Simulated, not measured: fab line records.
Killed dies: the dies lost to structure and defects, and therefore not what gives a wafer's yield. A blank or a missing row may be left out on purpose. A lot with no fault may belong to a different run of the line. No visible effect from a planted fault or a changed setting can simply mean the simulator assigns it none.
Matching of chambers	flow nandHarc	NHARC_P_M0_DEP_32 on pecvd-04 has 3 sister chambers
The step deposits SiCN, target thk 30 nm. 3 wafers are shown with their chamber, then 9 later ones without.

## EACH WAFER AND ITS CHAMBER
wafer	chamber	heaterPowerW (W)
L091.1	1	549
L091.2	0	536
L091.5	2	526

## WAFERS WITHOUT THEIR CHAMBER
wafer	heaterPowerW (W)
L093.1	491
L093.3	547
L093.5	496
L096.1	551
L096.2	543
L096.3	560
L097.2	472
L097.3	669
L097.6	467

## WHICH CHAMBER EACH ONE RAN IN
wafer	from the rows above	in truth
L093.1	can't be placed: 2 or 0 or 1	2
L093.3	can't be placed: 1 or 0 or 2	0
L093.5	can't be placed: 2 or 0 or 1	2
L096.1	can't be placed: 1 or 0 or 2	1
L096.2	can't be placed: 1 or 0 or 2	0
L096.3	can't be placed: 1 or 0 or 2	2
L097.2	can't be placed: 2 or 0 or 1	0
L097.3	can't be placed: 1 or 0 or 2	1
L097.6	can't be placed: 2 or 0 or 1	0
0 of 9 placed correctly. Cannot be placed on the basis of these rows: 9; the candidates contain the true chamber in 9. Placed wrongly: 0.
How it was worked out, from the rows above alone: a wafer's distance from a chamber is the root of the sum, over the readings, of the square of ((its reading less the chamber's mean) divided by the reading's scatter). The wafer belongs to the nearest chamber; if the next one is less than 2 further off, it can't be placed. Each chamber's mean is taken over the wafers shown for it. The scatter: root of mean squared gap, hidden wafer to nearest shown wafer, with one shown wafer a chamber.
